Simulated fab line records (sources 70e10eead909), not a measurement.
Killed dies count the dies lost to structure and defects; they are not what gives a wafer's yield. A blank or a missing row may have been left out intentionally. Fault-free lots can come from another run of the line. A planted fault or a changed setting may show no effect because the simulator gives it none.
Which tool did it? ; flow nand_harc ; 33 wafers from 11 lots sampled at 4 of the route's 1302 steps

== WHAT THE GAUGES SHOWED, per wafer ==
NHARC_A_CONTACT_INSPECT_71.
lot;measured;on;raw_defect_count
L697;day 21 20:49;defect_inspect-02;150 137 152
L701;day 23 08:13;defect_inspect-02;16 13 17
L702;day 23 20:28;defect_inspect-01;75 66 70
L706;day 25 18:53;defect_inspect-02;136 123 134
L707;day 25 19:44;defect_inspect-02;47 47 39
L708;day 26 17:00;defect_inspect-01;17 21 25
L714;day 28 14:48;defect_inspect-01;1449 1420 113
L716;day 29 13:20;defect_inspect-01;109 1468 116
L718;day 30 20:29;defect_inspect-01;84 77 77
L719;day 30 23:49;defect_inspect-02;28 23 17
L717;day 31 04:22;defect_inspect-01;75 77 71

== WHICH TOOL RAN EACH LOT (tool, then ch and the chambers of the sampled wafers, then the start) ==
lot;NHARC_A_CONTACT_ETCH_102;NHARC_A_CONTACT_STRIP_55;NHARC_A_CONTACT_DEP_58
L697;rie_diel-12 ch 0,2,3, day 21 13:53;rie_diel-12 ch 0,1,3, day 21 20:09 or earlier;pecvd-04 ch 0,2, day 21 20:09
L701;rie_diel-12 ch 1,3, day 23 00:43;rie_diel-12 ch 0,1,2, day 23 07:22 or earlier;pecvd-01 ch 0,1, day 23 07:22
L702;rie_diel-13 ch 0,1, day 23 13:58;rie_diel-13 ch 0,2, day 23 19:37 or earlier;pecvd-01 ch 0,1,2, day 23 19:37
L706;rie_diel-12 ch 0,2,3, day 25 12:38;rie_diel-12 ch 0,1, day 25 18:10 or earlier;pecvd-03 ch 0,1,2, day 25 18:10
L707;rie_diel-12 ch 1,3, day 25 12:53;rie_diel-12 ch 1,2, day 25 18:53 or earlier;pecvd-03 ch 1,2, day 25 18:53
L708;rie_diel-13 ch 0,1,3, day 26 12:19;rie_diel-13 ch 0,1,2, day 26 16:17 or earlier;pecvd-04 ch 1,2, day 26 16:17
L714;rie_diel-12 ch 0,1,3, day 28 09:43;rie_diel-12 ch 1,3, day 28 14:06 or earlier;pecvd-03 ch 1,2, day 28 14:06
L716;rie_diel-13 ch 1,2, day 29 08:35;rie_diel-13 ch 0,1, day 29 12:29 or earlier;pecvd-03 ch 0,1,2, day 29 12:29
L718;rie_diel-06 ch 2,3, day 30 14:32;rie_diel-06 ch 1,2,3, day 30 19:41 or earlier;pecvd-01 ch 0,1,2, day 30 19:41
L719;rie_diel-13 ch 0,2,3, day 30 16:16;rie_diel-13 ch 0,2, day 30 22:53 or earlier;pecvd-04 ch 0,1, day 30 22:53
L717;rie_diel-13 ch 0,1,2, day 30 19:30;rie_diel-13 ch 1,2,3, day 31 03:34 or earlier;pecvd-04 ch 0,2, day 31 03:34
- NHARC_A_CONTACT_ETCH_102: etches the open film in CF4/O2, target depth 100 nm, overetch 10 nm, time 55 s.
- NHARC_A_CONTACT_STRIP_55: strips in O2.
- NHARC_A_CONTACT_DEP_58: deposits SiON, target thk 90 nm.

== THE ANSWER, worked out from the rows above alone ==
Rule: usual is defined by the lots themselves. The widest of any qualifying gaps counts: lots, ordered by their means at a reading, are off when they make up no more than a third of the lots, leave a main group of 4 or more, and stand apart from it by 3 or more times the standard deviation of that group's means. Not used: any main group whose means are identical at the precision the tables above print for the reading. Also off: a lot with no number at a reading for which 4 or more lots have one. All remaining lots with rows at the step are treated as sound.
Off, at NHARC_A_CONTACT_INSPECT_71 on raw_defect_count: L714, L716. Mean 67 and standard deviation 45 in the main group.
A tool fits if, at a process step before that reading, it ran every lot that is off, and no sound lot after the first of them. The gauges at NHARC_A_CONTACT_INSPECT_71 are tried like those tools. With no start given for some of its lots, NHARC_A_CONTACT_STRIP_55 uses the hours and lot order of NHARC_A_CONTACT_DEP_58. One fits: NHARC_A_CONTACT_DEP_58 on pecvd-03. A fault onset in the window from L707 (day 25 18:53, its last sound lot) to L714 (day 28 14:06, its first lot off) fits.

== WHAT HAD BEEN PUT IN BY THE SIMULATOR ==
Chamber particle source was pecvd-03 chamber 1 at NHARC_A_CONTACT_DEP_58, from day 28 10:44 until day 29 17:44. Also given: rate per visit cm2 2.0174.
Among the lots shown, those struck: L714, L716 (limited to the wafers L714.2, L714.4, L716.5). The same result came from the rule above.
